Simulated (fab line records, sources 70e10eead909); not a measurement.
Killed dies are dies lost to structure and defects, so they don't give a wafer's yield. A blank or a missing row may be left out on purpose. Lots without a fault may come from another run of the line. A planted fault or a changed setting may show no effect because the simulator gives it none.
A struck lot beside a sound one | flow nand_harc | 14 steps out of a route of 1159
Sound: wafers L189.2, L189.4, L189.5. Struck: wafers L201.1, L201.4, L201.5. The cause comes at the end.
At each step with rows: each side's tool, then ch and its chambers, then its first start. Under that, the readings that differ: sound wafers | struck wafers | difference of the means | sigmas: that difference in standard deviations of wafers without a fault.
alike: readings whose means differ by less than 2 such deviations, and words and numbers that are the same on both sides. not compared: withheld readings, readings that some wafer has no value for, bounds like >300 that may hide the same value, and numbers for which the record gives no deviation and whose values overlap.
The two part at a step that has a row with sigmas, a row that says differs or no value, or rows on one side only. Numbers that don't overlap but have no deviation are shown without sigmas and don't part them. A reading that every wafer of one side lacks parts them only if that side has two wafers or more.

first, 1 step without rows for these wafers: NHARC_P_M1_PRE_CLEAN_30 (time 30 s).
NHARC_P_M1_PVD_20: deposits TaN, target thk 5 nm, time 8.06 s.
  sound on pvd_sputter-03; struck on pvd_sputter-02
  alike: substrate_temp_c, throttle_valve_pct
NHARC_P_M1_PVD_21: deposits Cu, target thk 30 nm, time 20.49 s.
  sound on pvd_sputter-03; struck on pvd_sputter-02
  alike: substrate_temp_c, throttle_valve_pct
then, 1 step without rows for these wafers: NHARC_P_M1_ECD_22 (material Cu, target thk 400 nm).
NHARC_P_M1_ANNEAL_31: time 90 s.
  sound on rtp_anneal-02 ch 0, day 9 10:46; struck on rtp_anneal-01 ch 0, day 11 14:16
  alike: wafer_temp_C_max
NHARC_P_M1_CMP_23: polishes, t overpolish 20 s, target thk 157.82 nm.
  sound on cmp-03 ch 2,3, day 9 11:04; struck on cmp-04 ch 0,1,2, day 11 14:38
  reading                | sound          | struck         | difference | sigmas
  time_to_endpoint_s (s) | 32.0 33.0 32.1 | 25.3 27.1 25.7 | -6.3       | -2
  alike: motor_current_A
NHARC_P_M1_THK_MEAS_24: measures by xrf.
  sound on film_metro-02, day 9 11:23; struck on film_metro-01, day 11 14:57
  reading     | sound             | struck            | difference | sigmas
  thk_nm (nm) | 162.3 159.5 160.0 | 155.4 156.1 159.2 | -3.7       | -2
then, 1 step without rows for these wafers: NHARC_P_M1_SRD_25.
NHARC_P_M1_INSPECT_27:
  sound on defect_inspect-02, day 9 11:33; struck on defect_inspect-02, day 11 15:07
  alike: raw_defect_count
then, 1 step without rows for these wafers: NHARC_P_M1_PRE_CLEAN_32 (time 12 s).
NHARC_P_M1_DEP_33: deposits SiCN, target thk 30 nm.
  sound on pecvd-03 ch 1,2, day 9 11:47; struck on pecvd-03 ch 1,2, day 11 15:20
  alike: heater_power_w, showerhead_vpp_V
NHARC_P_M2_DEP_00: deposits SiOC, target thk 182.5 nm.
  sound on pecvd-02 ch 0,2, day 9 12:19; struck on pecvd-04 ch 0,1, day 11 16:22
  alike: showerhead_vpp_V
then, 1 step without rows for these wafers: NHARC_P_M2_DEHYDRATE_01 (time 120 s).
NHARC_END_SORT_01:
  the record has rows for the sound wafers here (prober-01 ch 0, day 22 11:35) and none for the struck ones

WHERE THEY PART
First at NHARC_P_M1_CMP_23; last, within this record, at NHARC_END_SORT_01.

WHY: what the simulator had put in
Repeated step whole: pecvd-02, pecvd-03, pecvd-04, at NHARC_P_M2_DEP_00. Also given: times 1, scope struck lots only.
